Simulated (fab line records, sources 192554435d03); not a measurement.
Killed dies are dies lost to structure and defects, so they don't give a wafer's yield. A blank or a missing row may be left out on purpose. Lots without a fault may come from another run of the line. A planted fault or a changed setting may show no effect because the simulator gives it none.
fab line records | flow n5_finfet
record lots=11 wafers=29 last_day=18
route steps=1938 shown BEOL_M15@1809 PASSIVATION@1936
lots that met no fault: from a run of the same line without faults
start_h: hours from the record's first day to the start of the lot's first wafer shown | wait_h: hours since the lot's step before | " the same as in the row above | L1.1+2: a row that stands for several wafers | - no value, or no start given | * or withheld: withheld | < > ~ a bound
route shown NAME@n: a module of which the file shows steps, and the number in the route of the first | usual: mean/standard deviation of fault-free wafers | same: alike in all rows | chamber/n: place in a boat | sites: the reading at each site | _std_site: their standard deviation | _edge_site: outer sites' mean less inner sites' | radius_mm: how far each site lies from the wafer's centre | mask NAME#n: copy n | behind: the tool/chamber that last shaped the wafer | hold: why the lot was held/for how many hours/how that ended | device: the transistor (n, p or np) that didn't switch | end of line: the same wafers' tests at the end of the route | a step without rows: its recipe alone | killed: dies lost to structure and defects at the first sort, not the wafer's yield | map: a wafer's dies, x killed, . not, _ none there
set.NAME: the setting as run; set.NAME@STEP: as run at that earlier step | model.NAME: the simulator's own value behind a step, which no gauge read
steps of the route over a sample of lots; a table a step, a row a wafer
services: from which hour (start_h, from the record's first day; less than 0 if before it) a tool's chamber was out of use, for how many hours, and why
## steps
# step N5_BEOL_M15_TRENCH_ETCH_34
# recipe chemistry=C4F8/O2/Ar target=SiO2 target_depth_a=8729.3 he_inner_torr=15 he_outer_torr=30 time_s=199 ion_energy_ev=800 pressure_mtorr=20 source_w=1905 bias_w=2040 Ar_flow_sccm=400 C4F8_flow_sccm=16 O2_flow_sccm=12
# usual drypump_motor_current_A=5.7/0.34 oes_ar_750_au=0.81/0.086 oes_product_au=0.82/0.095 rf_vpp_V=2223/42 showerhead_plenum_p_Torr=3.43/0.096 throttle_valve_pct=30.78/0.29
# columns lot.wafer tool chamber start_h wait_h drypump_motor_current_A oes_ar_750_au oes_product_au rf_hours_counter_h rf_vpp_V showerhead_plenum_p_Torr throttle_valve_pct
L724.2 rie_diel-01 3 274.02 0.0 5.7 0.71 0.71 171 2248 3.26 30.57
L724.3 " 1 " " 5.6 0.72 0.72 203 2254 3.39 30.66
L724.5 " 1 " " 5.6 0.73 0.72 - 2254 3.39 30.66
L726.2 rie_diel-01 0 304.71 0.0 5.3 0.79 0.78 104 2163 3.47 31.00
L726.6 " 3 " " 5.7 0.71 0.70 - 2246 3.26 30.56
L728.2 rie_diel-04 2 311.55 0.0 6.2 0.81 0.83 73 2232 3.32 30.14
L728.5 " 2 " " 6.2 0.81 0.83 - 2233 3.32 30.13
L728.6 " 1 " " 6.2 0.96 0.97 - 2287 3.51 30.75
L729.2 rie_diel-01 2 319.28 0.0 5.4 0.94 0.94 9 2255 3.40 31.18
L729.4 " 1 " " 5.5 0.72 0.71 217 2252 3.39 30.68
L729.5 " 3 " " 5.7 0.70 0.69 - 2247 3.25 30.58
L731.3 rie_diel-01 0 329.03 0.0 5.3 0.79 0.77 113 2163 3.46 31.01
L731.4 " 1 " " 5.5 0.71 0.89 220 2250 3.39 30.98
L734.4 rie_diel-01 1 337.08 0.0 5.5 0.71 0.89 223 2253 3.38 30.98
L734.5 " 2 " " 5.4 0.91 1.17 - 2254 3.39 31.47
L732.2 rie_diel-01 0 339.01 0.0 5.3 0.78 0.77 117 2163 3.46 31.01
L732.4 " 3 " " 5.7 0.70 0.86 194 2247 3.25 30.87
L740.1 rie_diel-04 3 370.30 0.0 5.9 0.84 0.85 54 2230 3.50 30.91
L740.2 " 1 " " 6.3 0.90 0.93 26 2284 3.50 30.81
L740.3 " 2 " " 6.2 0.80 0.81 90 2231 3.31 30.17
L742.1 rie_diel-04 3 387.83 0.0 5.9 0.83 0.83 58 2231 3.50 30.90
L742.5 " 0 " " 5.6 0.86 0.87 - 2159 3.51 30.89
L742.6 " 1 " " 6.3 0.90 0.91 - 2285 3.49 30.77
L743.2 rie_diel-04 3 401.59 0.0 5.9 0.82 0.85 64 2232 3.50 30.91
L743.3 " 0 " " 5.6 0.85 0.85 60 2157 3.51 30.91
L743.4 " 1 " " 6.3 0.90 0.92 36 2286 3.49 30.79
L744.1 rie_diel-04 0 404.90 0.0 5.6 0.85 0.85 60 2157 3.51 30.92
L744.2 " 3 " " 5.9 0.82 0.83 64 2232 3.50 30.92
L744.4 " 2 " " 6.2 0.79 0.80 99 2230 3.31 30.15
# step N5_BEOL_M15_ETCH_38
# recipe chemistry=CF4/N2 target=SiCN target_depth_a=1064 taper_deg=2 time_s=120.5 ion_energy_ev=150 mask_material=SiO2 pressure_mtorr=40 source_w=430 bias_w=70 Ar_flow_sccm=100 cf4_flow_sccm=60 n2_flow_sccm=60
# usual drypump_motor_current_A=5.6/0.31 oes_product_au=0.81/0.1 rf_vpp_V=381.9/1.5 showerhead_plenum_p_Torr=2.19/0.061 throttle_valve_pct=15.36/0.18
# columns lot.wafer tool chamber start_h wait_h drypump_motor_current_A oes_product_au rf_hours_counter_h rf_vpp_V showerhead_plenum_p_Torr throttle_valve_pct
L724.2 rie_diel-04 1 - - 6.3 0.68 250 382.2 2.26 15.73
L724.3 " 3 " " 5.9 0.88 24 382.8 2.26 15.30
L724.5 " 0 " " 5.6 0.93 - 382.2 2.26 15.20
L726.2 rie_diel-04 0 - - 5.6 0.91 29 382.3 2.26 15.22
L726.6 " 1 " " 6.3 0.98 - 382.8 2.25 15.23
L728.2 rie_diel-05 1 - - 5.2 0.73 181 380.4 2.20 15.28
L728.5 " 3 " " 5.6 0.64 - 381.6 2.18 15.67
L728.6 " 2 " " 5.8 0.69 - 381.3 2.18 15.58
L729.2 rie_diel-04 1 - - 6.3 0.96 13 383.8 2.25 15.25
L729.4 " 2 " " 6.2 0.82 77 380.1 2.13 14.95
L729.5 " 0 " " 5.7 0.90 - 383.7 2.26 15.23
L731.3 rie_diel-01 2 - - 5.4 0.93 13 380.4 2.17 15.48
L731.4 " 0 " " 5.3 0.78 114 382.8 2.22 15.45
L734.4 rie_diel-01 3 - - 5.7 0.69 194 378.9 2.09 15.37
L734.5 " 2 " " 5.4 0.91 - 382.7 2.17 15.46
L732.2 rie_diel-04 1 - - 6.3 0.96 18 383.8 2.25 15.25
L732.4 " 3 " " 5.9 0.85 45 383.1 2.25 15.33
L740.1 rie_diel-01 3 - - 5.7 0.68 203 379.2 2.09 15.41
L740.2 " 0 " " 5.3 0.76 126 381.4 2.21 15.48
L740.3 " 2 " " 5.4 0.89 27 382.7 2.16 15.48
L742.1 rie_diel-01 3 - - 5.7 0.68 209 379.0 2.09 15.40
L742.5 " 1 " " 5.5 0.70 - 380.3 2.18 15.56
L742.6 " 2 " " 5.3 0.89 - 381.9 2.16 15.51
L743.2 rie_diel-01 1 - - 5.5 0.68 245 382.1 2.17 15.57
L743.3 " 2 " " 5.4 0.87 38 380.7 2.16 15.51
L743.4 " 3 " " 5.7 0.67 213 379.0 2.09 15.40
L744.1 rie_diel-01 2 - - 5.4 0.86 39 382.2 2.16 15.52
L744.2 " 3 " " 5.7 0.68 215 378.8 2.09 15.41
L744.4 " 0 " " 5.3 0.76 137 382.8 2.21 15.49
# step N5_BEOL_M15_PRE_CLEAN_42
# recipe gas=H2/He time_s=30 temp_c=300
# usual heater_power_w=476/57
# columns lot.wafer tool chamber start_h wait_h heater_power_w
L724.2 pvd_sputter-01 - 275.05 0.0 525
L724.3 " - " " 505
L724.5 " - " " 465
L726.2 pvd_sputter-03 - 307.47 0.0 489
L726.6 " - " " 511
L728.2 pvd_sputter-03 - 313.51 0.0 436
L728.5 " - " " 483
L728.6 " - " " 506
L729.2 pvd_sputter-03 - 324.96 0.0 440
L729.4 " - " " 511
L729.5 " - " " 438
L731.3 pvd_sputter-02 - 332.42 0.0 595
L731.4 " - " " 606
L734.4 pvd_sputter-02 - 340.14 0.0 435
L734.5 " - " " 396
L732.2 pvd_sputter-02 - 340.62 0.0 594
L732.4 " - " " 404
L740.1 pvd_sputter-02 - 372.04 0.0 521
L740.2 " - " " 613
L740.3 " - " " 403
L742.1 pvd_sputter-01 - 389.84 0.0 441
L742.5 " - " " 468
L742.6 " - " " 449
L743.2 pvd_sputter-03 - 404.64 0.0 504
L743.3 " - " " 448
L743.4 " - " " 399
L744.1 pvd_sputter-02 - 409.55 0.0 435
L744.2 " - " " 517
L744.4 " - " " 398
# step N5_BEOL_M15_THK_MEAS_50
# recipe thk_meas_gauge=xrf reads=Cu_of_BEOL_M15_ECD_47
# usual M15_THK=871/22
# columns lot.wafer tool chamber start_h wait_h M15_THK[nm]
L724.2 film_metro-01 - 276.28 - 847
L724.3 " - " " 874
L724.5 " - " " 858
L726.2 film_metro-01 - 308.79 - 861
L726.6 " - " " 840
L728.2 film_metro-02 - 314.67 - 897
L728.5 " - " " 893
L728.6 " - " " 911
L729.2 film_metro-01 - 326.11 - 864
L729.4 " - " " 860
L729.5 " - " " 842
L731.3 film_metro-02 - 333.94 - 873
L731.4 " - " " 1239
L734.4 film_metro-02 - 341.56 - 1267
L734.5 " - " " 1276
L732.2 film_metro-01 - 342.27 - 856
L732.4 " - " " 1203
L740.1 film_metro-01 - 373.19 - 872
L740.2 " - " " 926
L740.3 " - " " 901
L742.1 film_metro-01 - 391.11 - 856
L742.5 " - " " 871
L742.6 " - " " 907
L743.2 film_metro-01 - 405.79 - 865
L743.3 " - " " 866
L743.4 " - " " 915
L744.1 film_metro-01 - 410.70 - 866
L744.2 " - " " 853
L744.4 " - " " 893
# step N5_BEOL_M15_RS_MEAS_54
# recipe thk_meas_gauge=four-point-probe reads=Cu_of_BEOL_M15_ECD_47+Ta_of_BEOL_M15_SPUTTER_44+TaN_of_BEOL_M15_SPUTTER_43
# usual M15_RS=0.0216/0.00054
# columns lot.wafer tool chamber start_h wait_h M15_RS[ohm/sq]
L724.2 film_metro-01 - 276.44 0.1 0.0222
L724.3 " - " " 0.0216
L724.5 " - " " 0.0218
L726.2 film_metro-02 - 308.92 0.1 0.0217
L726.6 " - " " 0.0221
L728.2 film_metro-02 - 314.80 0.1 0.0209
L728.5 " - " " 0.0210
L728.6 " - " " 0.0206
L729.2 film_metro-02 - 326.24 0.1 0.0216
L729.4 " - " " 0.0217
L729.5 " - " " 0.0223
L731.3 film_metro-01 - 334.07 0.1 0.0217
L731.4 " - " " 0.0152
L734.4 film_metro-01 - 341.68 0.0 0.0150
L734.5 " - " " 0.0149
L732.2 film_metro-01 - 342.43 0.1 0.0218
L732.4 " - " " 0.0155
L740.1 film_metro-01 - 373.32 0.0 0.0214
L740.2 " - " " 0.0203
L740.3 " - " " 0.0208
L742.1 film_metro-01 - 391.26 0.1 0.0220
L742.5 " - " " 0.0215
L742.6 " - " " 0.0207
L743.2 film_metro-02 - 405.92 0.1 0.0217
L743.3 " - " " 0.0215
L743.4 " - " " 0.0203
L744.1 film_metro-01 - 410.83 0.0 0.0214
L744.2 " - " " 0.0217
L744.4 " - " " 0.0207
# step N5_BEOL_M15_INSPECT_55
# recipe inspect_instrument=darkfield mode=post_dep
# usual raw_defect_count=69/23
# columns lot.wafer tool chamber start_h wait_h raw_defect_count
L724.2 defect_inspect-01 - 276.47 0.0 60
L724.3 " - " " 62
L724.5 " - " " 51
L726.2 defect_inspect-02 - 308.94 0.0 67
L726.6 " - " " 49
L728.2 defect_inspect-02 - 314.82 0.0 110
L728.5 " - " " 49
L728.6 " - " " 74
L729.2 defect_inspect-01 - 326.27 0.0 78
L729.4 " - " " 52
L729.5 " - " " 50
L731.3 defect_inspect-01 - 334.10 0.0 57
L731.4 " - " " 76
L734.4 defect_inspect-01 - 341.71 0.0 41
L734.5 " - " " 44
L732.2 defect_inspect-01 - 342.46 0.0 91
L732.4 " - " " 72
L740.1 defect_inspect-02 - 373.35 0.0 77
L740.2 " - " " 104
L740.3 " - " " 130
L742.1 defect_inspect-01 - 391.28 0.0 89
L742.5 " - " " 71
L742.6 " - " " 51
L743.2 defect_inspect-01 - 405.94 0.0 48
L743.3 " - " " 52
L743.4 " - " " 68
L744.1 defect_inspect-01 - 410.85 0.0 149
L744.2 " - " " 37
L744.4 " - " " 86
# step N5_PASSIVATION_PROBE_49
# usual defect_limited_yield=91.0/1.5 killed_at_M0_to_M3=33/9.4 killed_at_M4_up=14/4.8 killed_at_contacts=13/7.3 killed_at_front_end=43/13 killed_at_other=3.6/2.9 killed_dies=106/18 killed_open=69/13 killed_short=35/8.2 sort_bin_5_function=5.3/1 sort_bin_6_memory=3.3/0.68 sort_n_pass=1074/18 sort_yield_pct=91.0/1.5
# same gross_dies=1180 killed_at_back_side=0 sort_bin_4_leakage[%]=0 sort_bin_8_speed[%]=0
# columns lot.wafer tool chamber start_h wait_h defect_limited_yield[%] killed_at_M0_to_M3 killed_at_M4_up killed_at_contacts killed_at_front_end killed_at_other killed_dies killed_open killed_short sort_bin_5_function[%] sort_bin_6_memory[%] sort_n_pass sort_yield_pct[%]
L724.2 prober-02 - 290.26 0.1 88.6 37 16 18 61 3 135 85 47 7.5 3.5 1045 88.6
L724.3 prober-02 - 290.31 0.1 87.6 39 12 25 64 6 146 96 45 7.8 4.0 1034 87.6
L724.5 prober-02 - 290.41 0.2 90.4 33 10 28 42 0 113 72 38 5.7 2.9 1067 90.4
L726.2 prober-02 - 322.79 0.1 91.4 31 16 5 45 4 101 61 39 4.7 3.1 1079 91.4
L726.6 prober-02 - 322.99 0.3 92.6 13 7 8 58 1 87 57 28 4.1 3.3 1093 92.6
L728.2 prober-02 - 329.36 0.1 91.9 17 19 9 48 3 96 68 26 4.7 3.1 1084 91.9
L728.5 prober-02 - 329.51 0.2 92.2 27 14 9 40 2 92 58 30 4.9 2.3 1088 92.2
L728.6 prober-02 - 329.56 0.3 91.2 21 14 14 43 12 104 73 31 4.4 4.3 1076 91.2
L729.2 prober-02 - 343.15 0.1 90.6 42 10 26 26 7 111 69 39 6.0 2.9 1069 90.6
L729.4 prober-02 - 343.25 0.2 90.5 37 3 13 57 2 112 60 48 5.0 3.6 1068 90.5
L729.5 prober-02 - 343.30 0.2 92.4 25 2 19 36 8 90 46 42 4.0 2.8 1090 92.4
L731.3 prober-01 - 350.99 0.1 91.2 40 5 7 52 0 104 69 33 5.3 3.2 1076 91.2
L731.4 prober-01 - 351.04 0.2 87.4 42 12 6 85 4 149 89 56 7.6 4.1 1031 87.4
L734.4 prober-01 - 356.29 0.2 91.3 30 16 7 47 3 103 63 38 4.9 3.3 1077 91.3
L734.5 prober-01 - 356.34 0.2 86.7 51 7 16 82 1 157 102 53 8.5 4.3 1023 86.7
L732.2 prober-02 - 356.60 0.1 90.8 30 17 22 38 2 109 79 27 5.9 3.1 1071 90.8
L732.4 prober-02 - 356.70 0.2 93.6 21 14 4 34 2 75 61 13 4.2 1.9 1105 93.6
L740.1 prober-01 - 390.18 0.0 90.6 30 17 26 36 2 111 69 42 5.3 3.6 1069 90.6
L740.2 prober-01 - 390.23 0.1 92.6 18 8 20 41 0 87 55 32 4.4 2.5 1093 92.6
L740.3 prober-01 - 390.28 0.1 93.4 20 18 15 22 3 78 56 22 4.0 2.3 1102 93.4
L742.1 prober-02 - 404.19 0.0 92.7 24 16 6 38 2 86 58 26 4.3 2.9 1094 92.7
L742.5 prober-02 - 404.39 0.2 90.9 44 11 4 43 5 107 68 36 5.1 3.4 1073 90.9
L742.6 prober-02 - 404.44 0.3 90.3 30 14 13 54 4 115 69 38 5.8 3.4 1065 90.3
L743.2 prober-01 - 421.97 0.1 92.4 24 16 20 29 1 90 60 28 5.2 2.3 1090 92.4
L743.3 prober-01 - 422.02 0.1 89.6 45 20 20 37 1 123 76 47 6.0 4.2 1057 89.6
L743.4 prober-01 - 422.07 0.2 88.6 52 17 16 46 4 135 81 49 6.4 4.4 1045 88.6
L744.1 prober-01 - 428.13 0.0 91.5 34 18 4 36 8 100 56 34 4.2 3.2 1080 91.5
L744.2 prober-01 - 428.18 0.1 94.4 19 9 5 24 9 66 40 24 3.5 1.9 1114 94.4
L744.4 prober-01 - 428.28 0.2 90.8 49 13 6 30 10 108 57 51 4.7 3.9 1072 90.8
# killed by level:class
L724.2 MOL_CONTACT_COAG:geometric_particle:open=13 BEOL_M3:geometric_particle:open=10 STI_FIN_REVEAL:geometric_particle:open=9 FIN_SAQP:geometric_particle:short=7 GATE_CUT:geometric_particle:short=7 FIN_SAQP:geometric_particle:open=6 GATE_CUT:geometric_particle:open=6 BEOL_M0_SAQP:geometric_particle:short=6
L724.3 MOL_CONTACT_COAG:geometric_particle:open=20 BEOL_M2:geometric_particle:open=16 FIN_SAQP:geometric_particle:open=11 GATE_CUT:geometric_particle:short=11 STI_FIN_REVEAL:geometric_particle:open=10 FIN_SAQP:geometric_particle:short=7 BEOL_M1:geometric_particle:open=5 MOL_CONTACT_COAG:geometric_particle:short=5
L724.5 MOL_CONTACT_COAG:geometric_particle:open=21 STI_FIN_REVEAL:geometric_particle:open=9 BEOL_M0_SAQP:geometric_particle:short=9 GATE_CUT:geometric_particle:short=8 BEOL_M0_SAQP:geometric_particle:open=8 MOL_CONTACT_COAG:geometric_particle:short=7 DUMMY_GATE:geometric_particle:open=5 BEOL_M4:geometric_particle:open=5
L726.2 STI_FIN_REVEAL:geometric_particle:open=13 BEOL_M0_SAQP:geometric_particle:short=12 BEOL_M3:geometric_particle:open=9 FIN_SAQP:geometric_particle:open=8 BEOL_M4:geometric_particle:open=6 GATE_CUT:geometric_particle:short=5 BEOL_M5:geometric_particle:open=4 STARTING-WAFER:geometric_particle:short=4
L726.6 STI_FIN_REVEAL:geometric_particle:open=23 STI_FIN_REVEAL:geometric_particle:short=8 FIN_SAQP:geometric_particle:short=7 MOL_CONTACT_COAG:geometric_particle:open=7 BEOL_M0_SAQP:geometric_particle:open=6 FIN_SAQP:geometric_particle:open=4 GATE_CUT:geometric_particle:short=4 ILD0:geometric_particle:short=3
L728.2 FIN_SAQP:geometric_particle:open=15 FIN_SAQP:geometric_particle:short=11 STI_FIN_REVEAL:geometric_particle:open=10 MOL_CONTACT_COAG:geometric_particle:open=9 BEOL_M4:geometric_particle:open=8 BEOL_M1:geometric_particle:open=7 BEOL_M0_SAQP:geometric_particle:open=4 BEOL_M6:geometric_particle:open=4
L728.5 BEOL_M4:geometric_particle:open=12 STI_FIN_REVEAL:geometric_particle:open=9 FIN_SAQP:geometric_particle:open=8 BEOL_M3:geometric_particle:open=8 FIN_SAQP:geometric_particle:short=6 MOL_CONTACT_COAG:geometric_particle:open=6 BEOL_M1:geometric_particle:open=6 HKMG_FIN:area_etch=4
L728.6 STI_FIN_REVEAL:geometric_particle:open=11 MOL_CONTACT_COAG:geometric_particle:open=10 FIN_SAQP:geometric_particle:open=9 BEOL_M4:geometric_particle:open=8 MIM_TOP:geometric_particle:short=7 FIN_SAQP:geometric_particle:short=6 DUMMY_GATE:geometric_particle:open=5 MOL_CONTACT_COAG:geometric_particle:short=4
L729.2 MOL_CONTACT_COAG:geometric_particle:open=16 BEOL_M0_SAQP:geometric_particle:open=14 MOL_CONTACT_COAG:geometric_particle:short=10 FIN_SAQP:geometric_particle:open=8 FIN_SAQP:geometric_particle:short=7 BEOL_M1:geometric_particle:open=6 BEOL_M0:geometric_particle:short=6 BEOL_M3:geometric_particle:open=5
L729.4 STI_FIN_REVEAL:geometric_particle:open=14 FIN_SAQP:geometric_particle:short=11 MOL_CONTACT_COAG:geometric_particle:open=10 FIN_SAQP:geometric_particle:open=9 BEOL_M1:geometric_particle:open=9 BEOL_M0_SAQP:geometric_particle:short=9 BEOL_M0_SAQP:geometric_particle:open=7 BEOL_M0:geometric_particle:short=7
L729.5 MOL_CONTACT_COAG:geometric_particle:open=14 STI_FIN_REVEAL:geometric_particle:open=12 BEOL_M0:geometric_particle:short=9 MOL_CONTACT_COAG:geometric_particle:short=5 BEOL_M1:geometric_particle:open=5 SPACER0:geometric_particle:short=4 FIN_SAQP:geometric_particle:short=3 FIN_SAQP:geometric_particle:open=3
L731.3 FIN_SAQP:geometric_particle:open=15 FIN_SAQP:geometric_particle:short=11 BEOL_M2:geometric_particle:open=11 BEOL_M0_SAQP:geometric_particle:short=9 BEOL_M0_SAQP:geometric_particle:open=7 STI_FIN_REVEAL:geometric_particle:open=6 MOL_CONTACT_COAG:geometric_particle:open=6 GATE_CUT:geometric_particle:open=4
L731.4 FIN_SAQP:geometric_particle:open=33 FIN_SAQP:geometric_particle:short=21 BEOL_M2:geometric_particle:open=15 BEOL_M0_SAQP:geometric_particle:open=7 BEOL_M1:geometric_particle:open=6 MOL_CONTACT_COAG:geometric_particle:open=5 BEOL_M4:geometric_particle:open=5 STARTING-WAFER:geometric_particle:open=5
L734.4 FIN_SAQP:geometric_particle:open=9 FIN_SAQP:geometric_particle:short=8 BEOL_M2:geometric_particle:open=8 MOL_CONTACT_COAG:geometric_particle:open=6 BEOL_M4:geometric_particle:open=5 STARTING-WAFER:geometric_particle:short=4 BEOL_M2:geometric_particle:short=4 DUMMY_GATE:geometric_particle:open=4
L734.5 FIN_SAQP:geometric_particle:open=22 STI_FIN_REVEAL:geometric_particle:open=15 FIN_SAQP:geometric_particle:short=14 MOL_CONTACT_COAG:geometric_particle:open=14 BEOL_M3:geometric_particle:open=10 BEOL_M0_SAQP:geometric_particle:short=10 BEOL_M0_SAQP:geometric_particle:open=9 BEOL_M2:geometric_particle:open=7
L732.2 MOL_CONTACT_COAG:geometric_particle:open=18 FIN_SAQP:geometric_particle:open=17 BEOL_M0_SAQP:geometric_particle:open=7 BEOL_M2:geometric_particle:open=7 DUMMY_GATE:geometric_particle:open=5 BEOL_M0_SAQP:geometric_particle:short=5 BEOL_M1:geometric_particle:open=5 BEOL_M4:geometric_particle:open=5
L732.4 FIN_SAQP:geometric_particle:open=7 BEOL_M3:geometric_particle:open=7 BEOL_M2:geometric_particle:open=6 BEOL_M4:geometric_particle:open=6 STI_FIN_REVEAL:geometric_particle:open=5 DUMMY_GATE:geometric_particle:open=4 ILD0:geometric_particle:open=4 GATE_CUT:geometric_particle:short=3
L740.1 MOL_CONTACT_COAG:geometric_particle:open=19 STI_FIN_REVEAL:geometric_particle:open=17 BEOL_M0_SAQP:geometric_particle:open=10 BEOL_M0_SAQP:geometric_particle:short=10 FIN_SAQP:geometric_particle:short=8 MOL_CONTACT_COAG:geometric_particle:short=7 BEOL_M2:geometric_particle:open=5 GATE_CUT:geometric_particle:short=4
L740.2 MOL_CONTACT_COAG:geometric_particle:open=16 STI_FIN_REVEAL:geometric_particle:open=11 FIN_SAQP:geometric_particle:short=10 FIN_SAQP:geometric_particle:open=8 BEOL_M0_SAQP:geometric_particle:short=7 MOL_CONTACT_COAG:geometric_particle:short=4 BEOL_M2:geometric_particle:open=4 STI_FIN_REVEAL:geometric_particle:short=3
L740.3 MOL_CONTACT_COAG:geometric_particle:open=14 STI_FIN_REVEAL:geometric_particle:open=7 FIN_SAQP:geometric_particle:short=4 BEOL_M0_SAQP:geometric_particle:open=4 BEOL_M4:geometric_particle:open=4 STARTING-WAFER:geometric_particle:open=4 GATE_CUT:geometric_particle:short=3 DUMMY_GATE:geometric_particle:open=3
L742.1 STI_FIN_REVEAL:geometric_particle:open=9 BEOL_M1:geometric_particle:open=7 GATE_CUT:geometric_particle:short=6 MOL_CONTACT_COAG:geometric_particle:open=6 DUMMY_GATE:geometric_particle:open=5 BEOL_M2:geometric_particle:open=5 BEOL_M4:geometric_particle:short=5 BEOL_M6:geometric_particle:open=5
L742.5 STI_FIN_REVEAL:geometric_particle:open=13 BEOL_M0_SAQP:geometric_particle:open=10 BEOL_M2:geometric_particle:open=10 BEOL_M0_SAQP:geometric_particle:short=7 BEOL_M1:geometric_particle:open=7 GATE_CUT:geometric_particle:short=6 BEOL_M4:geometric_particle:open=6 FIN_SAQP:geometric_particle:open=4
L742.6 STI_FIN_REVEAL:geometric_particle:open=13 BEOL_M1:geometric_particle:open=10 FIN_SAQP:geometric_particle:short=9 MOL_CONTACT_COAG:geometric_particle:open=8 FIN_SAQP:geometric_particle:open=7 DUMMY_GATE:geometric_particle:open=7 BEOL_M1:geometric_particle:short=5 BEOL_M2:geometric_particle:open=5
L743.2 MOL_CONTACT_COAG:geometric_particle:open=17 BEOL_M0_SAQP:geometric_particle:short=11 BEOL_M4:geometric_particle:open=10 FIN_SAQP:geometric_particle:open=5 DUMMY_GATE:geometric_particle:open=5 BEOL_M0_SAQP:geometric_particle:open=5 GATE_CUT:geometric_particle:short=4 BEOL_M3:geometric_particle:open=4
L743.3 MOL_CONTACT_COAG:geometric_particle:open=12 FIN_SAQP:geometric_particle:open=11 BEOL_M4:geometric_particle:open=11 BEOL_M1:geometric_particle:open=9 BEOL_M0_SAQP:geometric_particle:open=9 FIN_SAQP:geometric_particle:short=8 MOL_CONTACT_COAG:geometric_particle:short=8 BEOL_M0:geometric_particle:short=8
L743.4 BEOL_M0_SAQP:geometric_particle:short=21 MOL_CONTACT_COAG:geometric_particle:open=16 FIN_SAQP:geometric_particle:short=15 BEOL_M0_SAQP:geometric_particle:open=12 FIN_SAQP:geometric_particle:open=10 BEOL_M2:geometric_particle:open=9 BEOL_M4:geometric_particle:open=7 DUMMY_GATE:geometric_particle:open=6
L744.1 FIN_SAQP:geometric_particle:open=9 HKMG_FIN:area_etch=9 BEOL_M0_SAQP:geometric_particle:open=7 BEOL_M0_SAQP:geometric_particle:short=7 BEOL_M3:geometric_particle:open=6 BEOL_M4:geometric_particle:open=6 BEOL_M4:geometric_particle:short=5 FIN_SAQP:geometric_particle:short=4
L744.2 STI_FIN_REVEAL:geometric_particle:open=7 BEOL_M4:geometric_particle:open=6 BEOL_M1:geometric_particle:short=5 MOL_CONTACT_COAG:geometric_particle:open=4 BEOL_M0_SAQP:geometric_particle:short=4 BEOL_M3:geometric_particle:open=4 STARTING-WAFER:geometric_particle:open=4 FIN_SAQP:geometric_particle:short=3
L744.4 BEOL_M0_SAQP:geometric_particle:short=16 BEOL_M0_SAQP:geometric_particle:open=14 GATE_CUT:geometric_particle:short=7 FIN_SAQP:geometric_particle:short=5 BEOL_M4:geometric_particle:open=5 PASS1_CAP:geometric_particle:short=5 GATE_CUT:geometric_particle:open=4 MOL_CONTACT_COAG:geometric_particle:open=4
## services
# columns tool chamber start_h hours kind
rie_diel-04 1 253.83 13.9 repair
rie_diel-01 2 268.72 - clean
rie_diel-01 2 268.72 - consumable_replace:focus_ring
rie_diel-01 2 268.72 27.5 scheduled_down
rie_diel-01 2 268.72 27.5 vent_cycle
rie_diel-04 1 274.71 - clean
rie_diel-04 1 274.71 - consumable_replace:focus_ring
rie_diel-04 1 274.71 15.4 scheduled_down
rie_diel-04 1 274.71 15.4 vent_cycle
rie_diel-01 1 279.30 8.4 repair
rie_diel-01 3 286.15 4.1 repair
rie_diel-04 3 287.19 4.6 repair
pvd_sputter-02 - 288.76 8.9 repair
rie_diel-05 - 295.90 14.6 pm
rie_diel-05 2 318.19 - clean
rie_diel-05 2 318.19 - consumable_replace:focus_ring
rie_diel-05 2 318.19 28.1 scheduled_down
rie_diel-05 2 318.19 28.1 vent_cycle
pvd_sputter-01 - 326.48 1.0 repair
rie_diel-05 3 346.31 - clean
rie_diel-05 3 346.31 - consumable_replace:focus_ring
rie_diel-05 3 346.31 18.5 scheduled_down
pvd_sputter-01 - 367.91 3.0 repair
rie_diel-04 - 382.56 2.8 pm
## key
first_sign step=N5_BEOL_M15_THK_MEAS_50 reading=M15_THK direction=up sigmas=17 usual=871 struck=1247
effect step=N5_BEOL_M15_RS_MEAS_54 reading=M15_RS direction=down sigmas=12 usual=0.0216 struck=0.0152
met_at N5_BEOL_M15_TRENCH_ETCH_34
struck_lots L731,L732,L734
struck_wafers L731.4,L732.4,L734.4,L734.5
not_acting_at N5_BEOL_M15_ETCH_38,N5_BEOL_M15_PRE_CLEAN_42,N5_BEOL_M15_INSPECT_55
onset_between 319.28 329.03
fault kind=process_parameter_drift tool=rie_diel-01 chamber=- onset_h=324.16 steps=N5_BEOL_M15_TRENCH_ETCH_34 channel=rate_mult offset=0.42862 shape=step end_h=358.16 scope=struck_wafers_only
